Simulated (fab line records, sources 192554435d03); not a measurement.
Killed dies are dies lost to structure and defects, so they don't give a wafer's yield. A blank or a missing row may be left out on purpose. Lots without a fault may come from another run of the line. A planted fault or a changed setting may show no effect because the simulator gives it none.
fab line records | flow n5_finfet
record lots=24 wafers=72 last_day=18
route steps=1938 shown ZERO_LAYER@13 PMOS_HMC_CHANNEL_EPI@65 FIN_SAQP@98
lots that met no fault: from a run of the same line without faults
start_h: hours from the record's first day to the start of the lot's first wafer shown | wait_h: hours since the lot's step before | " the same as in the row above | L1.1+2: a row that stands for several wafers | - no value, or no start given | * or withheld: withheld | < > ~ a bound
route shown NAME@n: a module of which the file shows steps, and the number in the route of the first | usual: mean/standard deviation of fault-free wafers | same: alike in all rows | chamber/n: place in a boat | sites: the reading at each site | _std_site: their standard deviation | _edge_site: outer sites' mean less inner sites' | radius_mm: how far each site lies from the wafer's centre | mask NAME#n: copy n | behind: the tool/chamber that last shaped the wafer | hold: why the lot was held/for how many hours/how that ended | device: the transistor (n, p or np) that didn't switch | end of line: the same wafers' tests at the end of the route | a step without rows: its recipe alone | killed: dies lost to structure and defects at the first sort, not the wafer's yield | map: a wafer's dies, x killed, . not, _ none there
set.NAME: the setting as run; set.NAME@STEP: as run at that earlier step | model.NAME: the simulator's own value behind a step, which no gauge read
steps of the route over a sample of lots; a table a step, a row a wafer
services: from which hour (start_h, from the record's first day; less than 0 if before it) a tool's chamber was out of use, for how many hours, and why
## steps
# step N5_ZERO_LAYER_CD_MEAS_11
# recipe target_cd_nm=2000 landing_energy_ev=500 detector=se_inlens
# usual cd_nm=2000.2/1.6
# columns lot.wafer tool chamber start_h wait_h cd_nm
L074.2 cd_sem-03 0 12.67 - 2001.6
L074.3 " 0 " " 2003.1
L074.4 " 0 " " 2000.6
L075.1 cd_sem-03 0 18.77 - 1999.1
L075.2 " 0 " " 2000.5
L075.5 " 0 " " 2000.2
L076.2 cd_sem-01 0 24.64 - 2000.3
L076.4 " 0 " " 2000.1
L076.5 " 0 " " 2001.8
L077.3 cd_sem-03 0 30.77 - 1998.4
L077.5 " 0 " " 1998.4
L077.6 " 0 " " 1998.2
L078.1 cd_sem-01 0 36.77 - 2001.6
L078.4 " 0 " " 2000.6
L078.5 " 0 " " 2001.6
L079.1 cd_sem-02 0 42.77 - 1998.2
L079.3 " 0 " " 1999.7
L079.5 " 0 " " 2000.4
L080.2 cd_sem-02 0 48.77 - 1999.9
L080.5 " 0 " " 2001.7
L080.6 " 0 " " 2001.9
L081.1 cd_sem-01 0 54.66 - 1999.9
L081.2 " 0 " " 1999.6
L081.3 " 0 " " 1998.6
L082.1 cd_sem-01 0 60.64 - 2003.3
L082.3 " 0 " " 2003.2
L082.5 " 0 " " 2002.9
L083.2 cd_sem-03 0 66.68 - 2000.3
L083.5 " 0 " " 1999.9
L083.6 " 0 " " 2000.8
L084.1 cd_sem-03 0 72.64 - 2002.2
L084.3 " 0 " " 1999.1
L084.6 " 0 " " 2002.5
L085.2 cd_sem-01 0 78.64 - 2002.6
L085.5 " 0 " " 2001.3
L085.6 " 0 " " 2002.7
L086.3 cd_sem-03 0 84.64 - 2000.1
L086.4 " 0 " " 2001.1
L086.5 " 0 " " 2001.0
L087.1 cd_sem-02 0 90.77 - 2000.3
L087.4 " 0 " " 2000.0
L087.5 " 0 " " 2002.8
L088.2 cd_sem-01 0 96.79 - 2002.0
L088.3 " 0 " " 2000.2
L088.5 " 0 " " 2001.8
L089.1 cd_sem-03 0 102.64 - 1999.9
L089.2 " 0 " " 1999.4
L089.4 " 0 " " 1998.2
L090.1 cd_sem-02 0 108.77 - 2002.0
L090.2 " 0 " " 2001.4
L090.3 " 0 " " 2000.6
L091.3 cd_sem-01 0 114.77 - 1997.7
L091.4 " 0 " " 1997.7
L091.6 " 0 " " 1997.9
L092.4 cd_sem-03 0 120.65 - 2000.0
L092.5 " 0 " " 2000.1
L092.6 " 0 " " 1999.5
L093.1 cd_sem-01 0 126.77 - 1999.2
L093.4 " 0 " " 1998.8
L093.6 " 0 " " 2000.3
L094.1 cd_sem-03 0 132.77 - 1999.4
L094.2 " 0 " " 1999.4
L094.3 " 0 " " 1999.6
L095.1 cd_sem-02 0 138.77 - 1999.3
L095.2 " 0 " " 2001.4
L095.3 " 0 " " 1998.7
L096.1 cd_sem-03 0 144.66 - 2001.3
L096.3 " 0 " " 2001.4
L096.4 " 0 " " 2001.5
L097.1 cd_sem-02 0 150.79 - 1998.8
L097.3 " 0 " " 1999.8
L097.6 " 0 " " 1999.8
# step N5_PMOS_HMC_CHANNEL_EPI_CD_MEAS_09
# recipe target_cd_nm=237.4 landing_energy_ev=500 detector=se_inlens
# usual cd_nm=237.4/0.81
# columns lot.wafer tool chamber start_h wait_h cd_nm
L074.2 cd_sem-02 0 18.22 - 237.7
L074.3 " 0 " " 237.9
L074.4 " 0 " " 237.3
L075.1 cd_sem-03 0 23.48 - 237.5
L075.2 " 0 " " 236.5
L075.5 " 0 " " 237.3
L076.2 cd_sem-01 0 28.96 - 237.5
L076.4 " 0 " " 238.2
L076.5 " 0 " " 237.5
L077.3 cd_sem-02 0 35.98 - 236.3
L077.5 " 0 " " 236.5
L077.6 " 0 " " 236.3
L078.1 cd_sem-01 0 42.02 - 236.8
L078.4 " 0 " " 237.0
L078.5 " 0 " " 237.1
L079.1 cd_sem-02 0 47.17 - 237.4
L079.3 " 0 " " 237.0
L079.5 " 0 " " 238.4
L080.2 cd_sem-02 0 53.03 - 237.2
L080.5 " 0 " " 237.5
L080.6 " 0 " " 236.6
L081.1 cd_sem-02 0 59.50 - 237.8
L081.2 " 0 " " 236.9
L081.3 " 0 " " 237.6
L082.1 cd_sem-01 0 65.42 - 237.7
L082.3 " 0 " " 237.8
L082.5 " 0 " " 239.3
L083.2 cd_sem-01 0 71.53 - 236.7
L083.5 " 0 " " 236.6
L083.6 " 0 " " 236.9
L084.1 cd_sem-01 0 77.32 - 236.8
L084.3 " 0 " " 236.3
L084.6 " 0 " " 237.2
L085.2 cd_sem-02 0 83.06 - 239.2
L085.5 " 0 " " 238.0
L085.6 " 0 " " 238.0
L086.3 cd_sem-03 0 89.12 - 238.8
L086.4 " 0 " " 238.0
L086.5 " 0 " " 238.3
L087.1 cd_sem-03 0 96.09 - 235.9
L087.4 " 0 " " 236.8
L087.5 " 0 " " 236.7
L088.2 cd_sem-03 0 100.90 - 237.3
L088.3 " 0 " " 237.0
L088.5 " 0 " " 236.2
L089.1 cd_sem-01 0 107.00 - 237.2
L089.2 " 0 " " 237.3
L089.4 " 0 " " 237.7
L090.1 cd_sem-03 0 113.54 - 237.6
L090.2 " 0 " " 237.4
L090.3 " 0 " " 236.6
L091.3 cd_sem-02 0 119.44 - 237.2
L091.4 " 0 " " 236.3
L091.6 " 0 " " 237.1
L092.4 cd_sem-02 0 125.51 - 237.1
L092.5 " 0 " " 237.6
L092.6 " 0 " " 238.1
L093.1 cd_sem-02 0 131.45 - 238.0
L093.4 " 0 " " 237.1
L093.6 " 0 " " 237.6
L094.1 cd_sem-02 0 137.99 - 237.5
L094.2 " 0 " " 237.5
L094.3 " 0 " " 235.8
L095.1 cd_sem-03 0 143.75 - 237.7
L095.2 " 0 " " 236.3
L095.3 " 0 " " 238.1
L096.1 cd_sem-03 0 149.10 - 238.5
L096.3 " 0 " " 238.6
L096.4 " 0 " " 239.2
L097.1 cd_sem-02 0 155.05 - 238.3
L097.3 " 0 " " 236.2
L097.6 " 0 " " 237.5
# step N5_FIN_SAQP_PECVD_47
# recipe material=a-Si target_thk_a=450 temp_c=400 precursor=SiH4/He pressure_torr=3 rf_w=100 time_s=36.3
# usual heater_power_w=857/94 rf_fwd_power_W=99.1/0.4 showerhead_plenum_p_Torr=5.65/0.041 throttle_valve_pct=17.9/1.1
# columns lot.wafer tool chamber start_h wait_h heater_power_w rf_fwd_power_W showerhead_plenum_p_Torr throttle_valve_pct
L074.2 pecvd-02 1 21.87 0.0 740 98.8 5.72 19.2
L074.3 " 2 " " 801 98.5 5.61 18.8
L074.4 " 2 " " 781 99.5 5.61 18.6
L075.1 pecvd-04 0 27.09 0.0 775 98.6 5.63 17.4
L075.2 " 1 " " 884 99.1 5.62 16.9
L075.5 " 0 " " 782 98.8 5.63 17.5
L076.2 pecvd-02 1 32.59 0.0 728 98.7 5.73 19.5
L076.4 " 2 " " 703 99.0 5.61 18.6
L076.5 " 1 " " 732 98.4 5.74 19.3
L077.3 pecvd-04 0 39.75 0.0 674 98.8 5.63 17.6
L077.5 " 2 " " 1047 98.9 5.63 16.8
L077.6 " 0 " " 687 98.8 5.64 17.6
L078.1 pecvd-04 0 45.51 0.0 747 98.7 5.63 17.5
L078.4 " 0 " " 755 98.8 5.60 17.6
L078.5 " 1 " " 920 99.5 5.65 16.7
L079.1 pecvd-02 1 50.73 0.0 761 99.3 5.71 19.1
L079.3 " 2 " " 748 98.5 5.61 18.7
L079.5 " 2 " " 735 99.3 5.62 18.7
L080.2 pecvd-04 1 56.53 0.0 930 99.6 5.63 17.0
L080.5 " 0 " " 733 98.5 5.63 17.4
L080.6 " 1 " " 918 99.3 5.63 17.1
L081.1 pecvd-03 0 64.68 0.0 1007 98.9 5.70 18.4
L081.2 " 2 " " 903 98.9 5.61 17.2
L081.3 " 1 " " 814 99.0 5.69 20.0
L082.1 pecvd-04 0 68.93 0.0 755 98.5 5.62 17.4
L082.3 " 2 " " 948 99.0 5.64 16.6
L082.5 " 0 " " 745 98.3 5.61 17.4
L083.2 pecvd-04 1 75.69 0.0 926 99.5 5.65 17.0
L083.5 " 1 " " 925 99.8 5.63 16.9
L083.6 " 0 " " 727 98.1 5.62 17.4
L084.1 pecvd-04 0 81.07 0.0 764 98.1 5.62 17.4
L084.3 " 2 " " 1041 98.8 5.64 16.7
L084.6 " 1 " " 824 98.5 5.64 17.2
L085.2 pecvd-04 1 86.99 0.0 916 99.6 5.64 17.0
L085.5 " 2 " " 919 99.0 5.63 17.0
L085.6 " 0 " " 768 98.1 5.63 17.5
L086.3 pecvd-03 2 93.48 0.1 868 99.5 5.61 16.9
L086.4 " 1 " " 860 99.4 5.68 20.0
L086.5 " 1 " " 849 99.6 5.69 20.0
L087.1 pecvd-03 2 100.10 0.0 831 98.9 5.59 17.0
L087.4 " 1 " " 842 99.3 5.69 19.7
L087.5 " 0 " " 996 99.0 5.71 18.8
L088.2 pecvd-03 2 104.62 0.0 867 99.8 5.61 16.9
L088.3 " 1 " " 821 99.0 5.69 19.9
L088.5 " 2 " " 845 99.0 5.61 16.8
L089.1 pecvd-02 2 110.75 0.0 763 99.1 5.62 18.9
L089.2 " 0 " " 849 99.4 5.59 18.4
L089.4 " 2 " " 790 99.0 5.59 18.6
L090.1 pecvd-03 0 117.11 0.0 936 99.3 5.68 18.9
L090.2 " 1 " " 888 98.5 5.70 20.1
L090.3 " 2 " " 834 99.2 5.61 16.8
L091.3 pecvd-04 2 123.84 0.0 1049 99.4 5.64 16.9
L091.4 " 1 " " 901 99.7 5.64 16.9
L091.6 " 0 " " 693 97.9 5.63 17.6
L092.4 pecvd-03 1 129.22 0.1 845 99.5 5.69 20.0
L092.5 " 0 " " 927 99.2 5.70 18.8
L092.6 " 2 " " 857 98.8 5.60 17.1
L093.1 pecvd-03 2 135.84 0.0 847 98.7 5.60 17.2
L093.4 " 2 " " 880 99.4 5.61 16.7
L093.6 " 1 " " 836 99.0 5.69 19.8
L094.1 pecvd-04 0 142.56 0.0 714 98.7 5.63 17.6
L094.2 " 1 " " 859 99.3 5.63 17.0
L094.3 " 2 " " 890 99.4 5.64 16.7
L095.1 pecvd-02 2 147.61 0.0 694 98.7 5.61 18.7
L095.2 " 0 " " 904 99.7 5.58 18.2
L095.3 " 1 " " 796 99.3 5.71 19.0
L096.1 pecvd-04 1 152.89 0.0 944 99.5 5.63 17.1
L096.3 " 2 " " 922 99.3 5.63 16.9
L096.4 " 0 " " 729 98.6 5.62 17.7
L097.1 pecvd-03 2 158.59 0.0 873 99.2 5.62 16.7
L097.3 " 1 " " 857 99.1 5.69 20.1
L097.6 " 1 " " 881 99.5 5.68 19.9
# step N5_FIN_SAQP_PECVD_06
# recipe material=a-Si target_thk_a=600 temp_c=400 precursor=SiH4/He pressure_torr=3 rf_w=100 time_s=48.1
# usual heater_power_w=843/99 rf_fwd_power_W=99.3/0.33 showerhead_plenum_p_Torr=5.65/0.042 throttle_valve_pct=17.9/1.1
# columns lot.wafer tool chamber start_h wait_h heater_power_w rf_fwd_power_W showerhead_plenum_p_Torr throttle_valve_pct
L074.2 pecvd-02 1 21.95 0.0 682 98.9 5.73 19.4
L074.3 " 2 " " 709 99.1 5.62 18.8
L074.4 " 2 " " 725 98.5 5.61 18.6
L075.1 pecvd-04 0 27.17 0.0 677 98.9 5.62 17.2
L075.2 " 1 " " 945 99.5 5.63 17.0
L075.5 " 0 " " 705 98.9 5.62 17.5
L076.2 pecvd-02 1 32.67 0.0 827 99.5 5.74 19.3
L076.4 " 2 " " 795 99.0 5.60 18.8
L076.5 " 1 " " 673 99.4 5.73 19.3
L077.3 pecvd-04 0 39.83 0.0 681 98.7 5.63 17.3
L077.5 " 2 " " 1065 99.4 5.66 16.6
L077.6 " 0 " " 687 98.4 5.62 17.4
L078.1 pecvd-04 0 45.59 0.0 714 99.0 5.62 17.4
L078.4 " 0 " " 727 99.1 5.63 17.3
L078.5 " 1 " " 814 99.4 5.64 17.1
L079.1 pecvd-02 1 50.85 0.0 770 99.6 5.75 19.2
L079.3 " 2 " " 797 99.5 5.61 18.6
L079.5 " 2 " " 796 99.1 5.61 18.9
L080.2 pecvd-04 1 56.61 0.0 952 99.7 5.64 17.2
L080.5 " 0 " " 703 99.0 5.62 17.5
L080.6 " 1 " " 938 99.2 5.64 16.8
L081.1 pecvd-03 0 64.77 0.0 859 99.4 5.70 18.9
L081.2 " 2 " " 790 98.8 5.61 16.6
L081.3 " 1 " " 792 99.5 5.70 20.0
L082.1 pecvd-04 0 69.01 0.0 657 99.0 5.64 17.5
L082.3 " 2 " " 894 99.2 5.64 16.5
L082.5 " 0 " " 697 98.7 5.64 17.5
L083.2 pecvd-04 1 75.77 0.0 970 99.7 5.66 16.8
L083.5 " 1 " " 956 99.5 5.63 17.1
L083.6 " 0 " " 773 99.2 5.63 17.3
L084.1 pecvd-04 0 81.15 0.0 749 98.7 5.62 17.6
L084.3 " 2 " " 1007 99.4 5.64 16.7
L084.6 " 1 " " 897 99.9 5.65 17.3
L085.2 pecvd-04 1 87.07 0.0 916 99.5 5.65 16.9
L085.5 " 2 " " 1011 98.8 5.63 16.9
L085.6 " 0 " " 739 99.1 5.62 17.5
L086.3 pecvd-03 2 93.60 0.0 841 100.0 5.61 16.5
L086.4 " 1 " " 765 99.7 5.69 19.9
L086.5 " 1 " " 767 99.2 5.70 19.7
L087.1 pecvd-03 2 100.18 0.0 896 99.5 5.62 17.1
L087.4 " 1 " " 841 99.3 5.70 19.8
L087.5 " 0 " " 883 99.7 5.70 18.9
L088.2 pecvd-03 2 104.70 0.0 915 99.9 5.61 16.7
L088.3 " 1 " " 766 99.3 5.69 19.9
L088.5 " 2 " " 908 99.7 5.61 17.0
L089.1 pecvd-02 2 110.83 0.0 726 99.3 5.62 18.9
L089.2 " 0 " " 778 99.7 5.58 18.2
L089.4 " 2 " " 725 99.2 5.61 18.9
L090.1 pecvd-03 0 117.19 0.0 922 99.4 5.69 18.6
L090.2 " 1 " " 865 99.6 5.70 20.0
L090.3 " 2 " " 820 99.0 5.60 16.9
L091.3 pecvd-04 2 123.92 0.0 889 99.8 5.64 16.7
L091.4 " 1 " " 950 99.0 5.63 17.2
L091.6 " 0 " " 780 98.6 5.62 17.5
L092.4 pecvd-03 1 129.31 0.0 753 99.1 5.70 19.9
L092.5 " 0 " " 862 99.7 5.71 18.7
L092.6 " 2 " " 777 99.0 5.61 16.8
L093.1 pecvd-03 2 135.93 0.0 870 98.6 5.60 17.2
L093.4 " 2 " " 845 99.0 5.61 17.0
L093.6 " 1 " " 847 99.5 5.68 20.1
L094.1 pecvd-04 0 142.65 0.0 761 99.0 5.62 17.7
L094.2 " 1 " " 928 99.3 5.64 16.9
L094.3 " 2 " " 1043 99.5 5.63 16.8
L095.1 pecvd-02 2 147.69 0.0 801 99.5 5.62 18.6
L095.2 " 0 " " 891 99.4 5.59 18.5
L095.3 " 1 " " 807 99.4 5.72 19.2
L096.1 pecvd-04 1 152.97 0.0 998 99.4 5.64 17.0
L096.3 " 2 " " 972 99.3 5.64 16.7
L096.4 " 0 " " 663 99.2 5.62 17.6
L097.1 pecvd-03 2 158.67 0.0 777 99.6 5.60 17.0
L097.3 " 1 " " 751 99.5 5.69 20.1
L097.6 " 1 " " 767 99.2 5.69 19.8
# step N5_FIN_SAQP_DESCUM_21
# recipe chemistry=O2 time_s=7.9 source_power_w=50 bias_power_w=20 pressure_mtorr=20 rf_frequency_hz=2.712e+07 temp_c=40 resist=CAR-ArF o2_flow_sccm=225
# usual drypump_motor_current_A=5.7/0.48 oes_product_au=0.77/0.071 rf_fwd_power_W=49.45/0.22 rf_vpp_V=243.5/1.5 showerhead_plenum_p_Torr=2.11/0.081 throttle_valve_pct=20.45/0.21
# columns lot.wafer tool chamber start_h wait_h drypump_motor_current_A oes_product_au rf_fwd_power_W rf_hours_counter_h rf_vpp_V showerhead_plenum_p_Torr throttle_valve_pct
L074.2 rie_diel-02 1 22.92 0.4 6.5 0.75 49.66 160 245.3 2.18 20.41
L074.3 " 0 " " 5.5 0.71 49.85 199 241.6 1.98 20.33
L074.4 " 3 " " 5.9 0.80 49.28 77 242.4 2.03 20.15
L075.1 rie_diel-06 2 28.14 0.3 5.4 0.79 49.48 122 243.9 2.19 20.73
L075.2 " 3 " " 6.4 0.83 49.36 78 245.3 2.11 20.57
L075.5 " 0 " " 5.7 0.70 49.45 - 241.1 2.06 20.55
L076.2 rie_diel-06 2 33.93 0.8 5.4 0.78 49.70 125 243.7 2.19 20.75
L076.4 " 1 " " 5.0 0.69 49.06 224 242.2 2.05 20.47
L076.5 " 0 " " 5.7 0.69 49.64 - 242.5 2.06 20.54
L077.3 rie_diel-06 2 40.58 0.1 5.4 0.78 49.47 127 244.1 2.19 20.74
L077.5 " 3 " " 6.4 0.82 49.49 - 244.3 2.11 20.58
L077.6 " 2 " " 5.5 0.79 49.42 - 245.5 2.19 20.74
L078.1 rie_diel-06 1 46.26 0.0 5.0 0.69 48.82 230 240.6 2.05 20.47
L078.4 " 0 " " 5.7 0.69 49.71 240 243.6 2.06 20.56
L078.5 " 2 " " 5.4 0.78 49.44 - 244.1 2.19 20.74
L079.1 rie_diel-01 1 51.55 0.0 5.6 0.97 49.53 4 246.0 2.22 20.06
L079.3 " 0 " " 5.6 0.77 49.65 129 242.8 2.01 20.51
L079.5 " 2 " " 5.0 0.73 49.42 - 245.9 2.17 20.73
L080.2 rie_diel-02 0 58.01 0.7 5.5 0.71 49.58 214 241.1 1.98 20.32
L080.5 " 3 " " 5.9 0.80 49.63 - 241.1 2.03 20.17
L080.6 " 2 " " 6.1 0.83 49.18 - 244.6 2.22 20.25
L081.1 rie_diel-02 0 65.31 0.0 5.5 0.70 49.71 217 242.6 1.98 20.33
L081.2 " 3 " " 5.9 0.79 49.67 94 242.0 2.03 20.18
L081.3 " 1 " " 6.5 0.74 49.65 177 244.5 2.17 20.46
L082.1 rie_diel-06 0 69.68 0.0 5.7 0.68 49.74 246 243.1 2.06 20.57
L082.3 " 2 " " 5.4 0.77 49.60 135 245.2 2.19 20.75
L082.5 " 2 " " 5.4 0.77 49.45 - 244.9 2.19 20.75
L083.2 rie_diel-02 1 76.44 0.0 6.5 0.74 49.45 182 245.0 2.17 20.44
L083.5 " 2 " " 6.1 0.83 49.46 - 245.7 2.22 20.26
L083.6 " 3 " " 5.9 0.79 49.52 - 242.5 2.02 20.18
L084.1 rie_diel-02 0 81.70 0.0 5.5 0.69 49.65 222 240.5 1.98 20.35
L084.3 " 2 " " 6.1 0.83 49.69 72 244.2 2.22 20.27
L084.6 " 3 " " 5.9 0.79 49.41 - 242.1 2.02 20.19
L085.2 rie_diel-06 3 87.76 0.0 6.4 0.80 49.48 99 245.1 2.10 20.57
L085.5 " 3 " " 6.4 0.80 49.46 - 244.2 2.10 20.59
L085.6 " 1 " " 5.0 0.68 48.87 - 242.8 2.05 20.49
L086.3 rie_diel-01 2 94.30 0.0 5.0 0.72 49.71 207 244.0 2.16 20.75
L086.4 " 1 " " 5.6 0.91 49.40 20 244.7 2.22 20.09
L086.5 " 1 " " 5.6 0.91 49.19 - 243.8 2.22 20.08
L087.1 rie_diel-06 2 100.73 0.0 5.4 0.76 49.33 148 245.8 2.18 20.76
L087.4 " 2 " " 5.4 0.76 49.69 - 244.8 2.18 20.78
L087.5 " 3 " " 6.4 0.79 49.34 - 242.7 2.10 20.60
L088.2 rie_diel-01 0 105.52 0.3 5.6 0.76 49.39 148 242.7 2.00 20.55
L088.3 " 2 " " 5.0 0.71 49.66 210 244.1 2.16 20.75
L088.5 " 3 " " 6.2 0.79 49.62 - 245.4 2.20 20.36
L089.1 rie_diel-02 1 111.75 0.3 6.5 0.72 49.57 195 244.5 2.16 20.46
L089.2 " 0 " " 5.5 0.68 49.53 229 241.2 1.97 20.37
L089.4 " 3 " " 5.9 0.77 49.48 112 242.2 2.02 20.20
L090.1 rie_diel-06 3 118.24 0.4 6.4 0.79 49.20 113 243.9 2.10 20.60
L090.2 " 0 " " 5.7 0.99 49.49 3 242.7 2.05 20.19
L090.3 " 2 " " 5.4 0.75 49.52 155 245.3 2.18 20.79
L091.3 rie_diel-01 2 124.59 0.0 5.0 0.72 49.53 217 244.1 2.16 20.76
L091.4 " 0 " " 5.7 0.76 49.45 155 244.0 2.00 20.54
L091.6 " 0 " " 5.7 0.76 49.50 - 242.4 2.00 20.55
L092.4 rie_diel-01 1 130.11 0.2 5.6 0.88 49.07 32 245.6 2.21 20.12
L092.5 " 1 " " 5.6 0.89 49.09 - 246.2 2.21 20.11
L092.6 " 0 " " 5.6 0.76 49.59 - 242.6 2.00 20.54
L093.1 rie_diel-06 3 136.47 0.0 6.4 0.78 49.46 120 244.5 2.10 20.62
L093.4 " 1 " " 5.0 0.96 49.22 3 241.9 2.04 20.13
L093.6 " 2 " " 5.4 0.75 49.67 - 245.5 2.18 20.80
L094.1 rie_diel-01 0 143.33 0.0 5.6 0.75 49.61 163 240.8 2.00 20.57
L094.2 " 1 " " 5.6 0.88 49.27 38 245.2 2.21 20.12
L094.3 " 2 " " 5.0 0.70 49.41 225 243.1 2.15 20.76
L095.1 rie_diel-02 2 148.38 0.0 6.1 0.79 49.23 99 243.9 2.21 20.32
L095.2 " 0 " " 5.5 0.68 49.51 243 241.9 1.97 20.39
L095.3 " 1 " " 6.5 0.72 49.61 210 244.5 2.16 20.50
L096.1 rie_diel-02 2 154.24 0.6 6.1 0.79 49.40 101 245.5 2.21 20.30
L096.3 " 3 " " 5.9 0.75 49.67 128 242.4 2.01 20.23
L096.4 " 1 " " 6.5 0.72 49.43 212 244.5 2.16 20.49
L097.1 rie_diel-06 3 159.23 0.0 6.4 0.78 49.13 126 242.8 2.09 20.65
L097.3 " 0 " " 5.7 0.94 49.79 16 243.4 2.05 20.21
L097.6 " 3 " " 6.4 0.77 49.22 - 242.9 2.09 20.64
# step N5_FIN_SAQP_CD_MEAS_27
# recipe target_cd_nm=20 landing_energy_ev=1000 detector=se_inlens polarity=line
# usual cd_nm=20.30/0.24
# columns lot.wafer tool chamber start_h wait_h cd_nm
L074.2 cd_sem-02 0 25.33 0.1 20.46
L074.3 " 0 " " 20.54
L074.4 " 0 " " 20.23
L075.1 cd_sem-02 0 30.41 0.1 20.22
L075.2 " 0 " " 19.92
L075.5 " 0 " " 20.29
L076.2 cd_sem-01 0 36.09 0.1 20.62
L076.4 " 0 " " 20.28
L076.5 " 0 " " 20.68
L077.3 cd_sem-03 0 42.69 0.1 20.24
L077.5 " 0 " " 20.34
L077.6 " 0 " " 20.31
L078.1 cd_sem-02 0 48.26 0.1 20.16
L078.4 " 0 " " 20.11
L078.5 " 0 " " 20.02
L079.1 cd_sem-03 0 53.55 0.1 20.22
L079.3 " 0 " " 19.73
L079.5 " 0 " " 20.51
L080.2 cd_sem-01 0 60.40 0.1 20.44
L080.5 " 0 " " 20.47
L080.6 " 0 " " 20.21
L081.1 cd_sem-02 0 68.05 0.1 20.73
L081.2 " 0 " " 20.39
L081.3 " 0 " " 20.20
L082.1 cd_sem-03 0 71.74 0.1 20.44
L082.3 " 0 " " 20.53
L082.5 " 0 " " 20.41
L083.2 cd_sem-01 0 78.94 0.1 20.37
L083.5 " 0 " " 20.28
L083.6 " 0 " " 20.16
L084.1 cd_sem-03 0 83.94 0.1 20.26
L084.3 " 0 " " 20.27
L084.6 " 0 " " 20.00
L085.2 cd_sem-01 0 90.38 0.1 20.31
L085.5 " 0 " " 20.58
L085.6 " 0 " " 20.53
L086.3 cd_sem-03 0 97.60 0.1 20.50
L086.4 " 0 " " 20.47
L086.5 " 0 " " 20.37
L087.1 cd_sem-01 0 102.81 0.1 20.41
L087.4 " 0 " " 20.02
L087.5 " 0 " " 20.55
L088.2 cd_sem-01 0 107.59 0.1 20.26
L088.3 " 0 " " 20.62
L088.5 " 0 " " 20.39
L089.1 cd_sem-01 0 113.79 0.1 20.28
L089.2 " 0 " " 19.94
L089.4 " 0 " " 20.08
L090.1 cd_sem-02 0 120.25 0.1 20.09
L090.2 " 0 " " 20.21
L090.3 " 0 " " 20.01
L091.3 cd_sem-01 0 127.05 0.1 20.42
L091.4 " 0 " " 20.63
L091.6 " 0 " " 20.15
L092.4 cd_sem-03 0 132.93 0.1 20.14
L092.5 " 0 " " 20.05
L092.6 " 0 " " 20.05
L093.1 cd_sem-01 0 139.26 0.1 19.89
L093.4 " 0 " " 20.38
L093.6 " 0 " " 20.31
L094.1 cd_sem-03 0 145.34 0.1 20.39
L094.2 " 0 " " 20.43
L094.3 " 0 " " 20.36
L095.1 cd_sem-01 0 150.43 0.1 20.51
L095.2 " 0 " " 19.72
L095.3 " 0 " " 19.93
L096.1 cd_sem-02 0 156.33 0.1 20.49
L096.3 " 0 " " 20.45
L096.4 " 0 " " 20.51
L097.1 cd_sem-02 0 161.91 0.1 20.24
L097.3 " 0 " " 20.10
L097.6 " 0 " " 20.16
## services
# columns tool chamber start_h hours kind
rie_diel-06 1 0.46 5.1 repair
pecvd-03 1 1.56 27.8 repair
pecvd-04 - 5.51 2.6 repair
rie_diel-01 1 6.86 4.8 repair
rie_diel-01 - 22.98 14.6 pm
pecvd-03 1 31.44 2.1 scheduled_down
pecvd-02 0 47.23 16.5 scheduled_down
rie_diel-06 - 57.20 3.8 repair
rie_diel-01 1 64.71 3.8 repair
pecvd-02 - 71.35 0.6 repair
pecvd-03 - 79.37 2.8 repair
rie_diel-06 0 82.34 - clean
rie_diel-06 0 82.34 - consumable_replace:focus_ring
rie_diel-06 0 82.34 29.6 scheduled_down
rie_diel-06 0 82.34 29.6 vent_cycle
pecvd-03 2 86.11 5.5 scheduled_down
pecvd-03 0 91.57 5.5 scheduled_down
pecvd-04 0 91.93 6.3 repair
pecvd-04 0 98.25 5.5 scheduled_down
rie_diel-06 1 112.08 - clean
rie_diel-06 1 112.08 - consumable_replace:focus_ring
rie_diel-06 1 112.08 16.5 scheduled_down
pecvd-04 - 147.46 1.8 repair
rie_diel-06 - 152.14 4.3 pm
## key
fault none
